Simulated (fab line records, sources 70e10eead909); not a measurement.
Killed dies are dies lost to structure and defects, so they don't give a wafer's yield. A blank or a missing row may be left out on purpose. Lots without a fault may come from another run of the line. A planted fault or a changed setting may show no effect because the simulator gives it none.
fab line records | flow nand_harc
record lots=5 wafers=15 last_day=24
route steps=1159 shown P_GATE@185 END@1159
lots that met no fault: from a run of the same line without faults
start_h: hours from the record's first day to the start of the lot's first wafer shown | wait_h: hours since the lot's step before | " the same as in the row above | L1.1+2: a row that stands for several wafers | - no value, or no start given | * or withheld: withheld | < > ~ a bound
route shown NAME@n: a module of which the file shows steps, and the number in the route of the first | usual: mean/standard deviation of fault-free wafers | same: alike in all rows | chamber/n: place in a boat | sites: the reading at each site | _std_site: their standard deviation | _edge_site: outer sites' mean less inner sites' | radius_mm: how far each site lies from the wafer's centre | mask NAME#n: copy n | behind: the tool/chamber that last shaped the wafer | hold: why the lot was held/for how many hours/how that ended | device: the transistor (n, p or np) that didn't switch | end of line: the same wafers' tests at the end of the route | a step without rows: its recipe alone | killed: dies lost to structure and defects at the first sort, not the wafer's yield | map: a wafer's dies, x killed, . not, _ none there
set.NAME: the setting as run; set.NAME@STEP: as run at that earlier step | model.NAME: the simulator's own value behind a step, which no gauge read
lots at some steps of the route; a table a step, a row a wafer
services: from which hour (start_h, from the record's first day; less than 0 if before it) a tool's chamber was out of use, for how many hours, and why
## steps
# step NHARC_P_GATE_CD_MEAS_59
# recipe target_cd_nm=720 landing_energy_ev=500
# usual cd_nm=720/3.3
# columns lot.wafer tool chamber start_h wait_h cd_nm
L897.1 cd_sem-01 0 124.47 - 713
L897.2 " 0 " " 716
L897.5 " 0 " " 717
L903.1 cd_sem-02 0 169.52 - 717
L903.2 " 0 " " 717
L903.5 " 0 " " 716
L907.2 cd_sem-02 0 189.28 - 722
L907.5 " 0 " " 720
L907.6 " 0 " " 718
L912.3 cd_sem-02 0 213.07 - 721
L912.4 " 0 " " 722
L912.5 " 0 " " 722
L916.1 cd_sem-03 0 239.54 - 717
L916.2 " 0 " " 718
L916.6 " 0 " " 716
# step NHARC_P_GATE_HARDBAKE_60
# recipe temp_c=125 time_s=80
# step NHARC_P_GATE_DESCUM_61
# recipe time_s=3 o2_flow_sccm=200 ar_flow_sccm=0 bias_power_w=0 chemistry=O2
# usual drypump_motor_current_A=5.6/0.4 o2_flow_sccm=200.0/0.56 oes_product_au=0.999/0.015 rf_vpp_V=57.9/1 showerhead_plenum_p_Torr=1.90/0.083 throttle_valve_pct=11.309/0.0098
# same bias_power_w=0
# columns lot.wafer tool chamber start_h wait_h drypump_motor_current_A o2_flow_sccm oes_product_au rf_hours_counter_h rf_vpp_V showerhead_plenum_p_Torr throttle_valve_pct
L897.1 rie_diel-03 2 124.63 - 6.2 200.0 1.020 15 58.0 1.79 11.312
L897.2 " 1 " " 5.4 199.4 0.997 16 57.8 1.97 11.324
L897.5 " 3 " " 5.8 200.3 0.996 - 58.3 1.83 11.316
L903.1 rie_diel-04 1 169.86 - 5.9 201.6 0.993 19 59.3 1.95 11.307
L903.2 " 2 " " 5.4 201.5 1.000 22 57.0 1.89 11.302
L903.5 " 1 " " 5.9 201.3 0.996 - 57.7 1.95 11.304
L907.2 rie_diel-03 0 189.46 - 5.1 200.3 0.995 25 57.4 1.88 11.287
L907.6 " 0 " " 5.1 199.3 0.983 - 58.8 1.88 11.304
L907.5 " 1 " " 5.4 200.1 0.986 - 57.9 1.97 11.313
L912.3 rie_diel-01 2 213.26 - 6.2 199.7 0.999 23 57.4 1.96 11.327
L912.4 " 3 " " 5.0 200.6 0.980 24 56.9 1.81 11.313
L912.5 " 2 " " 6.2 200.3 1.014 - 58.1 1.96 11.299
L916.2 rie_diel-03 0 239.71 - 5.1 200.1 1.024 1 58.1 1.88 11.310
L916.1 " 2 " " 6.2 200.2 1.006 1 56.6 1.78 11.311
L916.6 " 1 " " 5.4 200.0 1.000 - 59.8 1.97 11.312
# step NHARC_P_GATE_IMPLANT_62
# recipe energy_kev=20 dose_cm2=3e+15 tilt_deg=7
# step NHARC_P_GATE_STRIP_112
# recipe power_w=1500 temp_c=110 time_s=200 chemistry=N2/H2
# usual drypump_motor_current_A=5.5/0.32 heater_power_w=89/4.9 temp_c=109.98/0.15
# columns lot.wafer tool chamber start_h wait_h drypump_motor_current_A heater_power_w rf_hours_counter_h temp_c
L897.2 plasma_asher-02 0 125.00 0.2 6.0 93 38 110.09
L897.1 " 1 " " 5.1 89 38 110.05
L897.5 " 0 " " 6.0 96 - 109.97
L903.1 plasma_asher-01 0 170.23 0.2 5.7 90 18 109.84
L903.2 " 1 " " 5.3 80 18 110.00
L903.5 " 1 " " 5.3 83 - 109.94
L907.2 plasma_asher-01 1 189.84 0.2 5.3 82 28 109.95
L907.5 " 1 " " 5.3 81 - 109.80
L907.6 " 0 " " 5.7 94 - 110.16
L912.4 plasma_asher-01 1 214.24 0.7 5.3 80 - 109.94
L912.3 " 0 " " 5.7 90 - 110.13
L912.5 " 1 " " 5.3 81 - 110.01
L916.1 plasma_asher-02 1 240.28 0.4 5.1 86 6 109.81
L916.2 " 0 " " 5.9 92 6 109.90
L916.6 " 1 " " 5.1 91 - 109.92
# step NHARC_P_GATE_STRIP_76
# recipe power_w=1500 temp_c=250 chemistry=O2
# usual drypump_motor_current_A=5.5/0.32 heater_power_w=332/18 temp_c=249.99/0.19
# columns lot.wafer tool chamber start_h wait_h drypump_motor_current_A heater_power_w rf_hours_counter_h temp_c
L897.2 plasma_asher-02 0 125.26 0.2 5.9 351 38 250.27
L897.1 " 1 " " 5.1 332 38 250.25
L897.5 " 0 " " 6.0 347 - 250.10
L903.1 plasma_asher-01 0 170.48 0.2 5.7 344 19 250.22
L903.2 " 1 " " 5.3 308 19 250.26
L903.5 " 1 " " 5.3 299 - 250.01
L907.2 plasma_asher-01 1 190.09 0.2 5.3 306 29 250.18
L907.5 " 1 " " 5.3 302 - 250.13
L907.6 " 0 " " 5.7 344 - 250.13
L912.4 plasma_asher-01 1 214.43 0.2 5.3 308 - 249.83
L912.3 " 0 " " 5.8 341 - 249.74
L912.5 " 1 " " 5.3 313 - 250.14
L916.1 plasma_asher-02 1 240.54 0.2 5.1 340 7 250.23
L916.2 " 0 " " 6.0 348 7 250.36
L916.6 " 1 " " 5.1 331 - 250.21
# step NHARC_P_GATE_STRIP_63
# recipe time_s=900 temp_c=130 chemistry=SPM
# step NHARC_P_GATE_DEHYDRATE_83
# recipe temp_c=150 time_s=120
# step NHARC_P_GATE_HMDS_84
# recipe time_s=30
# step NHARC_P_GATE_COAT_85
# recipe spin_rpm=3000
# step NHARC_P_GATE_SOFTBAKE_86
# recipe temp_c=122 time_s=95
# step NHARC_P_GATE_EBR_87
# step NHARC_P_GATE_EXPOSE_88
# recipe na=0.6 target_cd_nm=2000 dose_mj=11.87 mask_id=P_HVN
# same na=0.6
# columns lot.wafer tool chamber start_h wait_h mask
L897.1+2+5 krf_scanner-04 0 125.90 - P_HVN#0
L903.1+2+5 krf_scanner-02 0 171.12 - P_HVN#0
L907.2+5+6 krf_scanner-02 0 190.75 - P_HVN_R1#0
L912.3+4+5 krf_scanner-04 0 215.18 - P_HVN#0
L916.1+2+6 krf_scanner-02 0 241.18 - P_HVN#0
# step NHARC_P_GATE_PEB_89
# recipe peb_temp_c=118 peb_time_s=85
# step NHARC_P_GATE_DEVELOP_90
# recipe time_s=70
# step NHARC_P_GATE_CD_MEAS_91
# recipe target_cd_nm=2000 landing_energy_ev=500
# usual cd_nm=2000/3
# columns lot.wafer tool chamber start_h wait_h cd_nm
L897.1 cd_sem-03 0 126.07 - 1998
L897.2 " 0 " " 1994
L897.5 " 0 " " 2001
L903.1 cd_sem-02 0 171.28 - 1999
L903.2 " 0 " " 2002
L903.5 " 0 " " 1998
L907.2 cd_sem-01 0 190.90 - 2183
L907.5 " 0 " " 2183
L907.6 " 0 " " 2185
L912.3 cd_sem-03 0 215.34 - 2001
L912.4 " 0 " " 2000
L912.5 " 0 " " 1999
L916.1 cd_sem-03 0 241.34 - 2003
L916.2 " 0 " " 2003
L916.6 " 0 " " 2001
# step NHARC_P_GATE_HARDBAKE_92
# recipe temp_c=125 time_s=80
# step NHARC_P_GATE_DESCUM_93
# recipe time_s=3 o2_flow_sccm=200 ar_flow_sccm=0 bias_power_w=0 chemistry=O2
# usual drypump_motor_current_A=5.6/0.4 o2_flow_sccm=199.9/0.6 oes_product_au=1.002/0.016 rf_vpp_V=57.6/0.92 showerhead_plenum_p_Torr=1.88/0.08 throttle_valve_pct=11.310/0.0099
# same bias_power_w=0
# columns lot.wafer tool chamber start_h wait_h drypump_motor_current_A o2_flow_sccm oes_product_au rf_hours_counter_h rf_vpp_V showerhead_plenum_p_Torr throttle_valve_pct model.P_GATE.cd_nm
L897.2 rie_diel-03 1 126.24 - 5.4 199.5 0.995 16 56.4 1.97 11.325 1994
L897.1 " 3 " " 5.8 200.2 0.989 13 57.0 1.83 11.313 1998
L897.5 " 1 " " 5.4 200.2 0.996 - 57.0 1.97 11.313 2000
L903.1 rie_diel-03 0 171.44 - 5.1 200.7 0.993 24 57.7 1.88 11.300 2000
L903.2 " 1 " " 5.4 200.1 0.998 26 58.8 1.97 11.322 2003
L903.5 " 1 " " 5.4 200.8 0.991 - 57.6 1.97 11.320 1998
L907.2 rie_diel-04 1 191.06 - 6.0 199.8 0.988 29 59.1 1.95 11.334 2183
L907.6 " 1 " " 6.0 199.7 0.992 - 58.5 1.95 11.303 2186
L907.5 " 2 " " 5.4 199.8 1.003 - 58.3 1.89 11.319 2183
L912.4 rie_diel-01 1 215.52 - 5.3 200.6 1.015 21 57.4 2.07 11.310 2001
L912.3 " 2 " " 6.2 199.3 1.003 23 57.7 1.96 11.292 2001
L912.5 " 3 " " 5.0 200.6 0.978 - 57.9 1.81 11.298 1999
L916.2 rie_diel-03 0 241.50 - 5.1 199.2 1.010 1 58.1 1.88 11.322 2004
L916.1 " 3 " " 5.8 200.3 0.979 2 58.2 1.82 11.305 2004
L916.6 " 0 " " 5.1 200.8 1.014 - 56.2 1.88 11.303 2002
# step NHARC_P_GATE_IMPLANT_94
# recipe energy_kev=60 dose_cm2=2e+15 tilt_deg=7
# step NHARC_END_SORT_01
# recipe temp_c=25
# usual killed_at_array=31/11 killed_at_other=0.5/0.78 killed_at_periphery=3.0/2 killed_dies=34/12 killed_open=3.2/2 killed_short=1.9/1.6
# same gross_dies=677
# columns lot.wafer tool chamber start_h wait_h killed_at_array killed_at_other killed_at_periphery killed_dies killed_open killed_short
L907.2 prober-02 0 549.37 2.8 28 0 9 37 1 0
L907.5 prober-02 0 551.79 3.7 34 0 9 43 5 3
L907.6 prober-02 0 552.60 4.0 22 0 6 28 7 1
# killed by level:class
L907.2 A_CHANNEL_HOLE_D1:chamber_film_flake=20 P_STI:chamber_film_flake=5 A_CONTACT:chamber_film_flake=4 A_STAIRCASE:chamber_film_flake=3 P_GATE:area_expose=3 P_CONTACT:geometric_particle:open=1 A_SLIT:chamber_film_flake=1
L907.5 A_CHANNEL_HOLE_D1:chamber_film_flake=19 P_M1:chamber_film_flake=4 A_STAIRCASE:chamber_film_flake=4 A_ONON_D1:geometric_particle:short=3 P_STI:chamber_film_flake=3 A_CONTACT:geometric_particle:open=2 A_CONTACT:chamber_film_flake=2 P_M0:geometric_particle:open=1
L907.6 A_CHANNEL_HOLE_D1:chamber_film_flake=14 A_CONTACT:geometric_particle:open=2 P_GATE:chamber_film_flake=2 A_CONTACT:chamber_film_flake=2 P_CONTACT:geometric_particle:open=1 P_M0:geometric_particle:open=1 A_SOURCE_PLATE:geometric_particle:open=1 A_ONON_D1:geometric_particle:open=1
## services
# columns tool chamber start_h hours kind
plasma_asher-01 0 108.00 - clean
plasma_asher-01 1 108.00 - clean
rie_diel-04 - 111.97 9.0 pm
plasma_asher-02 - 114.80 2.6 repair
rie_diel-03 0 120.82 - clean
rie_diel-03 1 120.82 - clean
rie_diel-03 2 120.82 - clean
rie_diel-03 3 120.82 - clean
krf_scanner-04 - 126.00 4.0 pm
rie_diel-01 - 137.80 9.0 pm
rie_diel-03 0 145.36 - clean
rie_diel-03 1 145.36 - clean
rie_diel-03 2 145.36 - clean
rie_diel-01 - 168.95 1.2 repair
rie_diel-03 0 177.10 7.7 repair
krf_scanner-02 - 178.96 0.3 repair
plasma_asher-02 - 183.22 9.0 pm
plasma_asher-02 - 193.18 28.0 repair
plasma_asher-01 - 202.36 0.3 repair
krf_scanner-02 - 210.00 4.0 pm
rie_diel-03 - 215.33 9.0 pm
krf_scanner-02 - 217.83 0.7 repair
plasma_asher-01 - 228.55 1.2 repair
rie_diel-03 0 231.57 7.3 repair
## key
first_sign step=NHARC_P_GATE_EXPOSE_88 reading=mask direction=changed
effect step=NHARC_P_GATE_CD_MEAS_91 reading=cd_nm direction=up sigmas=60 usual=2000 struck=2184
effect step=NHARC_END_SORT_01 reading=killed_at_periphery direction=up sigmas=2.5 usual=3.0 struck=8
model_effect step=NHARC_P_GATE_DESCUM_93 value=P_GATE.cd_nm without=2002 struck=2184
met_at NHARC_P_GATE_EXPOSE_88
struck_wafers L907.2,L907.5,L907.6
tester_left_out L907
onset_between 171.12 190.75
fault kind=wrong_mask tool=any chamber=- onset_h=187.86 steps=NHARC_P_GATE_EXPOSE_88 aux_copy=P_HVN_R1#0 cd_offset_nm=181.84 scope=struck_lots_only
# tester_left_out: of these lots the tester's yield and bins aren't shown, on N5 and GAA mostly nor the transistor test; their killed dies are dies lost to structure and defects alone, not to doping, threshold or leakage, so they don't give the yield
